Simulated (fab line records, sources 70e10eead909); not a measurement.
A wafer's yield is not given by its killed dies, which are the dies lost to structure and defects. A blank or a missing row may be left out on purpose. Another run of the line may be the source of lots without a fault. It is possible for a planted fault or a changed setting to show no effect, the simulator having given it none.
Which tool did it?	flow nand_harc	12 lots, 36 wafers sampled, at 5 steps of a route of 1302

== WHAT THE GAUGES SHOWED, per wafer ==
NHARC_END_SORT_01. Usual: killed_at_array 51, standard deviation 16; killed_at_other 0.6, standard deviation 0.88; killed_at_periphery 4.0, standard deviation 2.6; killed_dies 55, standard deviation 16; killed_open 3.5, standard deviation 1.9; killed_short 2.3, standard deviation 1.6.
lot	measured	on	killed_at_array	killed_at_other	killed_at_periphery	killed_dies	killed_open	killed_short	flag
L561	day 26 10:11	prober-02	63 53 57	0 0 0	8 8 5	71 61 62	3 0 2	2 5 2	
L564	day 30 00:35	prober-02	77 78 72	0 1 0	5 4 4	82 83 76	6 4 5	2 3 2	
L572	day 31 07:46	prober-01	53 75 70	3 2 3	1 1 4	57 78 77	1 0 3	1 6 2	

== WHAT TOOL EACH LOT RAN ON (gives the tool, then ch and the chambers of the sampled wafers, and finally the start) ==
lot	NHARC_A_SLIT_ETCH_26	NHARC_A_WL_FILL_ETCHBACK_05	NHARC_A_WL_FILL_ETCHBACK_26	NHARC_A_CONTACT_DEP_28
L557	har_etch-01 ch 0,1, day 20 14:59	rie_metal-03 ch 1, day 21 00:42	rie_si-06 ch 0,2,3, day 21 18:34	acl_dep-03 ch 0, day 21 22:01
L559	har_etch-01 ch 0,1, day 20 18:46	rie_metal-01 ch 0,1, day 21 04:51	rie_si-05 ch 0,2,3, day 21 18:35	acl_dep-01 ch 0, day 21 21:55
L561	har_etch-01 ch 0,1, day 21 20:59	rie_metal-02 ch 0,1, day 22 06:09	rie_si-05 ch 0,1, day 22 21:11	acl_dep-02 ch 0, day 22 23:53
L564	har_etch-01 ch 0,1, day 24 13:10	rie_metal-01 ch 0,1, day 24 22:43	rie_si-03 ch 0,1, day 25 16:03	acl_dep-03 ch 0, day 25 18:01
L565	har_etch-01 ch 0,1, day 24 21:17	rie_metal-03 ch 0,1, day 25 07:04	rie_si-05 ch 1,3, day 25 22:34	acl_dep-01 ch 0, day 26 00:31
L567	har_etch-02 ch 0,1, day 25 00:49	rie_metal-02 ch 0,1, day 25 11:45	rie_si-05 ch 0,1,2, day 26 05:18	acl_dep-01 ch 0, day 26 09:43
L572	har_etch-02 ch 0,1, day 27 01:12	rie_metal-03 ch 0,1, day 27 11:01	rie_si-03 ch 1,2, day 28 02:11	acl_dep-01 ch 0, day 28 05:49
L575	har_etch-02 ch 0,1, day 28 05:09	rie_metal-01 ch 0,1, day 28 14:56	rie_si-06 ch 0,1,3, day 29 06:33	acl_dep-01 ch 0, day 29 09:49
L574	har_etch-01 ch 0,1, day 28 05:35	rie_metal-03 ch 0,1, day 28 14:47	rie_si-05 ch 1,2,3, day 29 06:34	acl_dep-03 ch 0, day 29 11:20
L578	har_etch-02 ch 0,1, day 29 02:04	rie_metal-02 ch 0, day 29 11:53	rie_si-05 ch 1,3, day 30 04:37	acl_dep-02 ch 0, day 30 07:08
L577	har_etch-02 ch 0,1, day 29 14:55	rie_metal-01 ch 0,1, day 30 00:37	rie_si-03 ch 0,2,3, day 30 16:26	acl_dep-03 ch 0, day 30 19:00
L579	har_etch-02 ch 0,1, day 30 10:17	rie_metal-02 ch 0,1, day 30 19:13	rie_si-05 ch 0,1,2, day 31 10:32	acl_dep-02 ch 0, day 31 14:27
- NHARC_A_SLIT_ETCH_26: etches the open film in C4F8/O2/Ar, time 90 s, target depth 400 nm.
- NHARC_A_WL_FILL_ETCHBACK_05: etches the open film in Cl2/BCl3, target depth 22 nm, time 60 s.
- NHARC_A_WL_FILL_ETCHBACK_26: etches the open film in HBr, target depth 52 nm, time 13.3 s.
- NHARC_A_CONTACT_DEP_28: deposits aC, target thk 7000 nm.

== AS READ BY THE TOOLS THEMSELVES (means over the sampled wafers that have a number; for cases with no such wafer, the mark the record gives instead) ==
NHARC_A_SLIT_ETCH_26. Usual: drypump_motor_current_A 5.55 A, standard deviation 0.21; mfc_ar_sccm 375.1 sccm, standard deviation 1.3; showerhead_plenum_p_Torr 3.81 Torr, standard deviation 0.14; throttle_valve_pct 27.620 %, standard deviation 0.0093.
lot	tool	drypump_motor_current_A (A)	mfc_ar_sccm (sccm)	showerhead_plenum_p_Torr (Torr)	throttle_valve_pct (%)	flag
L557	har_etch-01	5.83	375.5	3.64	27.615	
L559	har_etch-01	5.73	376.0	3.64	27.618	
L561	har_etch-01	5.81	374.9	3.62	27.615	
L564	har_etch-01	5.75	373.9	3.61	27.611	
L565	har_etch-01	5.82	374.7	3.60	27.610	
L567	har_etch-02	5.38	374.6	3.91	27.617	
L572	har_etch-02	5.49	375.3	3.90	27.623	
L575	har_etch-02	5.48	375.5	3.89	27.623	
L574	har_etch-01	5.80	375.3	3.58	27.628	
L578	har_etch-02	5.39	374.6	3.88	27.626	
L577	har_etch-02	5.49	375.8	3.88	27.616	
L579	har_etch-02	5.48	375.8	3.87	27.623	

NHARC_A_WL_FILL_ETCHBACK_05. Usual: drypump_motor_current_A 5.9 A, standard deviation 0.41; oes_product_au 0.997 a.u., standard deviation 0.0074; run_length_s 81.3 s, standard deviation 0.41.
lot	tool	drypump_motor_current_A (A)	oes_product_au (a.u.)	run_length_s (s)	flag
L557	rie_metal-03	6.1	0.984	81.4	
L559	rie_metal-01	6.3	0.995	81.5	
L561	rie_metal-02	5.8	0.992	81.6	
L564	rie_metal-01	6.3	0.993	81.5	
L565	rie_metal-03	6.2	0.999	81.0	
L567	rie_metal-02	5.5	0.990	81.5	
L572	rie_metal-03	6.1	1.002	81.3	
L575	rie_metal-01	6.3	1.009	81.4	
L574	rie_metal-03	6.1	1.003	80.9	
L578	rie_metal-02	5.2	0.986	81.5	
L577	rie_metal-01	6.1	1.004	81.3	
L579	rie_metal-02	5.5	1.004	81.4	

NHARC_A_WL_FILL_ETCHBACK_26. Usual: drypump_motor_current_A 5.73 A, standard deviation 0.27; oes_product_au 1.000 a.u., standard deviation 0.0087; run_length_s 34.6 s, standard deviation 0.41; throttle_valve_pct 23.266 %, standard deviation 0.0095.
lot	tool	drypump_motor_current_A (A)	oes_product_au (a.u.)	run_length_s (s)	throttle_valve_pct (%)	flag
L557	rie_si-06	5.52	0.991	34.6	23.271	
L559	rie_si-05	5.69	1.014	34.4	23.266	
L561	rie_si-05	5.89	1.006	34.4	23.261	
L564	rie_si-03	5.55	0.993	34.5	23.256	
L565	rie_si-05	5.83	1.003	33.8	23.277	
L567	rie_si-05	5.77	1.004	33.6	23.270	
L572	rie_si-03	5.81	1.002	35.1	23.273	
L575	rie_si-06	5.60	1.005	34.6	23.268	
L574	rie_si-05	5.70	1.005	34.6	23.272	
L578	rie_si-05	5.75	1.007	34.8	23.266	
L577	rie_si-03	5.98	0.995	34.7	23.265	
L579	rie_si-05	5.79	0.996	34.6	23.260	

NHARC_A_CONTACT_DEP_28. Usual: throttle_valve_pct at 35.000 %, with a standard deviation of 0.0099.
lot	tool	throttle_valve_pct (%)	flag
L557	acl_dep-03	34.998	
L559	acl_dep-01	34.994	
L561	acl_dep-02	34.996	
L564	acl_dep-03	34.998	
L565	acl_dep-01	35.001	
L567	acl_dep-01	35.013	
L572	acl_dep-01	35.003	
L575	acl_dep-01	35.000	
L574	acl_dep-03	34.998	
L578	acl_dep-02	34.997	
L577	acl_dep-03	35.002	
L579	acl_dep-02	34.999	

== THE ANSWER, worked out from the rows above alone ==
Rule: a lot counts as off when the mean over its wafers that have a number is more than 3 standard deviations away from the usual mean. A lot without any number at a reading at which 4 lots or more have one is off too. Any other lot the step has rows for is counted as sound. First the gauges in route order, then the tools' own readings, where a lot's mean is used as printed above. At the first step where some lot is off, the reading lying furthest off is the one used; lots without a number count as furthest.
No lot is off on any of the readings shown, so nothing can be concluded from this.

== WHAT THE SIMULATOR HAD PUT IN ==
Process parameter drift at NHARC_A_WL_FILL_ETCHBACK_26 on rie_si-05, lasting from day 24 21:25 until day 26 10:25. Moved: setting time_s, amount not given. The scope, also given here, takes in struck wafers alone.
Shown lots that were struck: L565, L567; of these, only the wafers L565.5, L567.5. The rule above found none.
